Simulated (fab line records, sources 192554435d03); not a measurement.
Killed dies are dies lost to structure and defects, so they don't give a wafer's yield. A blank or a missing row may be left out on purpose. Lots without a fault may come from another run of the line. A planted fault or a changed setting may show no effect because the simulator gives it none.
fab line records | flow n5_finfet | part 2 of 2: steps 5 to 6 of 6
record lots=24 wafers=72 last_day=18
route steps=1938 shown BEOL_M6@1207
lots that met no fault: from a run of the same line without faults
start_h: hours from the record's first day to the start of the lot's first wafer shown | wait_h: hours since the lot's step before | " the same as in the row above | L1.1+2: a row that stands for several wafers | - no value, or no start given | * or withheld: withheld | < > ~ a bound
route shown NAME@n: a module of which the file shows steps, and the number in the route of the first | usual: mean/standard deviation of fault-free wafers | same: alike in all rows | chamber/n: place in a boat | sites: the reading at each site | _std_site: their standard deviation | _edge_site: outer sites' mean less inner sites' | radius_mm: how far each site lies from the wafer's centre | mask NAME#n: copy n | behind: the tool/chamber that last shaped the wafer | hold: why the lot was held/for how many hours/how that ended | device: the transistor (n, p or np) that didn't switch | end of line: the same wafers' tests at the end of the route | a step without rows: its recipe alone | killed: dies lost to structure and defects at the first sort, not the wafer's yield | map: a wafer's dies, x killed, . not, _ none there
set.NAME: the setting as run; set.NAME@STEP: as run at that earlier step | model.NAME: the simulator's own value behind a step, which no gauge read
steps of the route over a sample of lots; a table a step, a row a wafer
services: from which hour (start_h, from the record's first day; less than 0 if before it) a tool's chamber was out of use, for how many hours, and why
## steps
# step N5_BEOL_M6_ETCH_41
# recipe chemistry=CH3F/O2 target=SiCN target_depth_a=297 taper_deg=2 time_s=52 ion_energy_ev=120 mask_material=TiN pressure_mtorr=30 source_w=395 bias_w=75 Ar_flow_sccm=150 CH3F_flow_sccm=30 O2_flow_sccm=20
# usual drypump_motor_current_A=5.8/0.4 oes_product_au=0.80/0.077 rf_fwd_power_W=390.7/1.9 rf_vpp_V=297.7/1.4 showerhead_plenum_p_Torr=2.02/0.06 throttle_valve_pct=16.38/0.3
# columns lot.wafer tool chamber start_h wait_h drypump_motor_current_A oes_product_au rf_fwd_power_W rf_hours_counter_h rf_vpp_V showerhead_plenum_p_Torr throttle_valve_pct
L074.1 rie_diel-06 3 - - 5.4 0.83 391.6 90 297.7 2.02 16.15
L074.4 " 0 " " 5.7 0.75 389.7 142 296.0 2.00 16.38
L074.5 " 0 " " 5.8 0.76 387.0 - 297.8 2.00 16.39
L076.1 rie_diel-06 3 - - 5.4 0.84 390.1 94 298.2 2.02 16.17
L076.3 " 0 " " 5.8 0.75 388.4 146 297.7 2.00 16.38
L076.5 " 1 " " 5.7 0.82 386.0 - 294.9 1.94 16.55
L075.3 rie_diel-06 0 - - 5.7 0.75 387.4 151 297.0 2.00 16.41
L075.5 " 3 " " 5.4 0.83 392.3 - 298.0 2.02 16.18
L075.6 " 0 " " 5.7 0.75 387.2 - 298.4 2.00 16.41
L078.1 rie_diel-01 0 - - 5.5 0.86 391.3 48 297.2 1.96 16.57
L078.4 " 2 " " 5.9 0.72 392.0 202 297.6 2.07 16.53
L078.5 " 2 " " 5.9 0.71 393.2 - 299.4 2.07 16.52
L077.1 rie_diel-03 1 - - 5.8 0.86 391.3 51 298.6 2.12 16.03
L077.5 " 1 " " 5.8 0.86 391.4 - 300.1 2.12 16.02
L077.6 " 0 " " 6.0 0.70 393.3 - 298.4 2.06 16.68
L083.1 rie_diel-01 2 - - 5.8 0.70 391.6 212 298.3 2.06 16.55
L083.2 " 1 " " 5.5 0.79 392.3 132 297.4 2.01 16.01
L083.5 " 3 " " 6.1 0.86 392.4 - 296.4 1.95 15.88
L079.2 rie_diel-03 2 - - 5.7 0.78 390.2 129 299.0 2.09 16.48
L079.4 " 2 " " 5.7 0.77 390.7 - 299.1 2.09 16.47
L079.6 " 0 " " 6.0 0.70 392.8 - 299.0 2.05 16.69
L081.1 rie_diel-01 3 - - 6.1 0.87 392.2 31 298.0 1.95 15.87
L081.2 " 2 " " 5.9 0.70 393.5 213 298.9 2.06 16.56
L081.5 " 3 " " 6.1 0.87 392.7 - 296.9 1.95 15.87
L080.1 rie_diel-03 1 - - 5.8 0.85 389.8 59 299.8 2.12 16.05
L080.2 " 2 " " 5.6 0.78 389.2 131 298.7 2.09 16.50
L080.5 " 0 " " 6.0 0.70 393.1 - 298.8 2.05 16.69
L082.2 rie_diel-01 2 - - 5.9 0.70 391.8 219 299.2 2.06 16.56
L082.4 " 3 " " 6.1 0.85 389.1 37 295.6 1.95 15.89
L082.5 " 0 " " 5.5 0.84 394.0 - 295.9 1.95 16.60
L084.1 rie_diel-06 0 - - 5.7 0.74 387.3 167 296.5 2.00 16.45
L084.4 " 0 " " 5.8 0.73 386.8 - 297.0 2.00 16.45
L084.5 " 3 " " 5.4 0.81 391.2 - 298.4 2.01 16.21
L087.3 rie_diel-06 0 - - 5.7 0.73 388.5 167 297.7 2.00 16.45
L087.5 " 2 " " 6.8 0.71 390.8 - 296.8 1.99 16.87
L087.6 " 0 " " 5.7 0.75 386.7 - 297.6 2.00 16.44
L085.2 rie_diel-01 0 - - 5.4 0.83 390.2 70 297.8 1.95 16.63
L085.5 " 3 " " 6.1 0.86 389.3 - 296.0 1.95 15.87
L085.6 " 0 " " 5.4 0.83 393.6 - 295.9 1.95 16.62
L086.1 rie_diel-03 0 - - 6.0 0.98 391.9 3 298.8 2.05 16.25
L086.3 " 2 " " 5.7 0.76 389.1 145 299.6 2.08 16.52
L086.4 " 2 " " 5.6 0.76 391.8 - 300.3 2.08 16.52
L090.1 rie_diel-01 3 - - 6.1 0.85 391.6 44 297.2 1.95 15.89
L090.4 " 0 " " 5.5 0.84 392.7 73 295.3 1.95 16.63
L090.5 " 1 " " 5.5 0.78 391.6 - 297.8 2.00 16.03
L088.1 rie_diel-03 1 - - 5.8 0.83 386.9 75 300.0 2.11 16.07
L088.2 " 2 " " 5.7 0.76 388.5 147 298.8 2.08 16.53
L088.3 " 0 " " 6.0 0.97 392.3 6 299.7 2.05 16.28
L089.1 rie_diel-03 2 - - 5.6 0.76 390.0 150 299.0 2.08 16.54
L089.4 " 1 " " 5.8 0.84 390.2 78 298.8 2.11 16.07
L089.6 " 0 " " 6.0 0.97 392.4 - 298.4 2.05 16.24
L091.1 rie_diel-03 0 - - 6.0 0.95 390.3 13 297.4 2.05 16.27
L091.4 " 1 " " 5.8 0.83 387.9 82 298.4 2.11 16.08
L091.5 " 0 " " 6.0 0.95 390.9 - 296.2 2.05 16.27
L092.1 rie_diel-06 3 - - 5.4 0.79 392.5 137 298.3 2.01 16.26
L092.4 " 0 " " 5.7 0.71 386.6 188 298.6 1.99 16.47
L092.5 " 1 " " 5.8 0.77 389.9 - 296.8 1.93 16.64
L093.1 rie_diel-06 0 - - 5.7 0.71 387.6 188 297.1 1.99 16.49
L093.4 " 3 " " 5.4 0.79 391.0 138 298.0 2.01 16.25
L093.6 " 2 " " 6.8 0.70 390.4 - 297.5 1.98 16.90
L096.1 rie_diel-01 3 - - 6.1 0.83 393.4 54 297.6 1.94 15.90
L096.3 " 1 " " 5.5 0.76 392.0 157 297.2 2.00 16.06
L096.5 " 1 " " 5.5 0.77 390.5 - 297.6 2.00 16.06
L094.1 rie_diel-01 3 - - 6.1 0.84 391.1 54 295.7 1.94 15.91
L094.5 " 0 " " 5.5 0.82 395.4 - 295.3 1.94 16.63
L094.6 " 1 " " 5.5 0.76 391.3 - 296.2 2.00 16.06
L095.3 rie_diel-01 0 - - 5.5 0.81 393.1 85 296.5 1.94 16.65
L095.5 " 2 " " 5.9 0.70 391.4 - 298.0 2.05 16.60
L095.6 " 1 " " 5.5 0.77 392.1 - 297.2 2.00 16.06
L097.2 rie_diel-06 3 - - 5.4 0.78 392.2 147 296.5 2.00 16.27
L097.4 " 0 " " 5.8 0.71 388.3 198 296.2 1.99 16.50
L097.6 " 3 " " 5.4 0.78 390.2 - 298.2 2.00 16.26
# step N5_BEOL_M6_OCD_MEAS_38
# usual trench_depth_nm=94.5/1.2
# columns lot.wafer tool chamber start_h wait_h trench_depth_nm
L074.1 ocd-01 - 192.70 - 96.2
L074.4 " - " " 94.7
L074.5 " - " " 95.0
L076.1 ocd-01 - 202.95 - 96.2
L076.3 " - " " 94.7
L076.5 " - " " 94.7
L075.3 ocd-02 - 221.35 - 94.9
L075.5 " - " " 95.7
L075.6 " - " " 94.4
L078.1 ocd-01 - 225.07 - 95.7
L078.4 " - " " 94.9
L078.5 " - " " 95.3
L077.1 ocd-02 - 233.27 - 93.5
L077.5 " - " " 93.8
L077.6 " - " " 91.9
L083.1 ocd-01 - 250.20 - 94.5
L083.2 " - " " 95.3
L083.5 " - " " 95.4
L079.2 ocd-02 - 250.37 - 92.9
L079.4 " - " " 94.1
L079.6 " - " " 91.6
L081.1 ocd-01 - 253.26 - 93.9
L081.2 " - " " 94.3
L081.5 " - " " 94.2
L080.1 ocd-01 - 256.32 - 94.6
L080.2 " - " " 93.7
L080.5 " - " " 93.7
L082.2 ocd-01 - 270.13 - 93.6
L082.4 " - " " 96.6
L082.5 " - " " 94.6
L084.1 ocd-02 - 270.26 - 94.0
L084.4 " - " " 93.5
L084.5 " - " " 94.6
L087.3 ocd-02 - 270.76 - 94.6
L087.5 " - " " 94.9
L087.6 " - " " 95.3
L085.2 ocd-01 - 281.40 - 96.0
L085.5 " - " " 95.0
L085.6 " - " " 94.8
L086.1 ocd-02 - 289.35 - 95.9
L086.3 " - " " 94.0
L086.4 " - " " 93.2
L090.1 ocd-01 - 293.55 - 95.0
L090.4 " - " " 94.7
L090.5 " - " " 94.3
L088.1 ocd-02 - 295.85 - 93.8
L088.2 " - " " 94.0
L088.3 " - " " 96.3
L089.1 ocd-01 - 302.75 - 92.8
L089.4 " - " " 93.3
L089.6 " - " " 95.0
L091.1 ocd-01 - 317.29 - 97.7
L091.4 " - " " 94.5
L091.5 " - " " 96.9
L092.1 ocd-01 - 320.21 - 96.0
L092.4 " - " " 94.1
L092.5 " - " " 94.4
L093.1 ocd-02 - 321.54 - 92.4
L093.4 " - " " 94.6
L093.6 " - " " 92.7
L096.1 ocd-02 - 325.30 - 95.9
L096.3 " - " " 94.3
L096.5 " - " " 96.2
L094.1 ocd-01 - 327.20 - 96.4
L094.5 " - " " 94.8
L094.6 " - " " 95.2
L095.3 ocd-02 - 331.36 - 95.1
L095.5 " - " " 93.7
L095.6 " - " " 95.4
L097.2 ocd-01 - 349.15 - 94.2
L097.4 " - " " 93.7
L097.6 " - " " 95.1
## services
# columns tool chamber start_h hours kind
rie_diel-06 - 174.50 0.2 repair
rie_diel-03 1 191.39 1.3 repair
rie_diel-01 1 247.05 2.6 repair
rie_diel-03 3 247.54 9.3 repair
rie_diel-03 0 259.40 - clean
rie_diel-03 0 259.40 - consumable_replace:focus_ring
rie_diel-03 0 259.40 20.5 scheduled_down
rie_diel-03 0 259.40 20.5 vent_cycle
rie_diel-03 - 267.25 1.6 repair
rie_diel-03 3 279.88 - clean
rie_diel-03 3 279.88 - consumable_replace:focus_ring
rie_diel-03 3 279.88 - consumable_replace:showerhead
rie_diel-03 3 279.88 20.9 scheduled_down
rie_diel-03 3 279.88 20.9 vent_cycle
rie_diel-03 2 330.71 4.4 repair
